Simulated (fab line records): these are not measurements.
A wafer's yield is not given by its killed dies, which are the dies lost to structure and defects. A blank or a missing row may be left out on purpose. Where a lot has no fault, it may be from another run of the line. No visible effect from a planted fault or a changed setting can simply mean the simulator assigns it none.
Chamber matching + flow nand-harc + NHARC_A_WL_FILL_STRIP_29 on rie-diel-05 has 4 sister chambers
The step strips in O2, time 20 s. 24 wafers are shown with their chamber, then 12 later ones without.

== WAFERS, EACH WITH ITS CHAMBER ==
| wafer  | chamber | showerhead-plenum-p-Torr (Torr) | drypump-motor-current-A (A) | oes-product-au (a.u.) |
|--------|---------|---------------------------------|-----------------------------|-----------------------|
| L076.1 | 0       | 3.67                            | 5.66                        | 1.023                 |
| L076.2 | 1       | 3.64                            | 5.84                        | 0.991                 |
| L076.3 | 3       | 3.47                            | 5.37                        | 1.024                 |
| L076.4 | 2       | 3.71                            | 5.88                        | 0.995                 |
| L076.5 | 0       | 3.67                            | 5.67                        | 1.027                 |
| L076.6 | 3       | 3.47                            | 5.36                        | 1.015                 |
| L074.1 | 3       | 3.47                            | 5.36                        | 1.014                 |
| L074.5 | 0       | 3.67                            | 5.65                        | 1.009                 |
| L074.6 | 1       | 3.64                            | 5.84                        | 1.000                 |
| L081.1 | 0       | 3.66                            | 5.67                        | 1.021                 |
| L081.2 | 2       | 3.70                            | 5.90                        | 1.024                 |
| L081.3 | 3       | 3.47                            | 5.40                        | 1.010                 |
| L081.4 | 1       | 3.63                            | 5.81                        | 1.012                 |
| L081.5 | 2       | 3.70                            | 5.88                        | 1.015                 |
| L081.6 | 1       | 3.63                            | 5.80                        | 0.997                 |
| L080.3 | 3       | 3.47                            | 5.40                        | 1.017                 |
| L080.4 | 1       | 3.63                            | 5.84                        | 1.005                 |
| L080.5 | 3       | 3.47                            | 5.40                        | 1.018                 |
| L083.1 | 2       | 3.70                            | 5.90                        | 1.008                 |
| L083.2 | 3       | 3.47                            | 5.37                        | 1.014                 |
| L083.6 | 3       | 3.47                            | 5.39                        | 1.016                 |
| L085.3 | 0       | 3.66                            | 5.67                        | 1.015                 |
| L085.5 | 2       | 3.70                            | 5.90                        | 1.007                 |
| L085.6 | 1       | 3.63                            | 5.84                        | 0.982                 |

SIGNATURES (means of the wafers above)
| reading                  | chamber 0 | chamber 1 | chamber 2 | chamber 3 | scatter within a chamber |
|--------------------------|-----------|-----------|-----------|-----------|--------------------------|
| showerhead-plenum-p-Torr | 3.6660    | 3.6333    | 3.7020    | 3.4700    | 0.00408                  |
| drypump-motor-current-A  | 5.6640    | 5.8283    | 5.8920    | 5.3813    | 0.0154                   |
| oes-product-au           | 1.01900   | 0.99783   | 1.00980   | 1.01600   | 0.00815                  |
Rule: for a wafer and a chamber, the distance is found by dividing, reading by reading, the gap between the wafer's reading and the chamber's mean by the reading's scatter, squaring, summing and taking the root. If the next closest chamber is less than 2 further off than the closest, the wafer can't be placed; otherwise it belongs to the closest. The scatter is the square root of a quotient: the sum, over the shown wafers, of each reading's squared deviation from its chamber's mean, divided by wafers minus chambers.

== WAFERS WHOSE CHAMBER IS MISSING ==
| wafer  | showerhead-plenum-p-Torr (Torr) | drypump-motor-current-A (A) | oes-product-au (a.u.) |
|--------|---------------------------------|-----------------------------|-----------------------|
| L088.1 | 3.63                            | 5.84                        | 0.988                 |
| L088.3 | 3.66                            | 5.66                        | 1.021                 |
| L088.6 | 3.66                            | 5.68                        | 1.023                 |
| L090.2 | 3.66                            | 5.66                        | 1.028                 |
| L090.3 | 3.63                            | 5.83                        | 0.991                 |
| L090.4 | 3.70                            | 5.86                        | 1.006                 |
| L090.1 | 3.47                            | 5.37                        | 1.006                 |
| L090.5 | 3.63                            | 5.83                        | 0.985                 |
| L090.6 | 3.66                            | 5.65                        | 1.017                 |
| L094.3 | 3.47                            | 5.37                        | 0.997                 |
| L094.4 | 3.66                            | 5.67                        | 1.025                 |
| L094.6 | 3.70                            | 5.88                        | 0.997                 |

== THE CHAMBER EACH PASSED THROUGH ==
| wafer  | from the rows above | in truth |
|--------|---------------------|----------|
| L088.1 | 1                   | 1        |
| L088.3 | 0                   | 0        |
| L088.6 | 0                   | 0        |
| L090.2 | 0                   | 0        |
| L090.3 | 1                   | 1        |
| L090.4 | 2                   | 2        |
| L090.1 | 3                   | 3        |
| L090.5 | 1                   | 1        |
| L090.6 | 0                   | 0        |
| L094.3 | 3                   | 3        |
| L094.4 | 0                   | 0        |
| L094.6 | 2                   | 2        |
Correct placement for 12 of the 12. From these rows, 0 cannot be placed. Wrongly placed: 0.
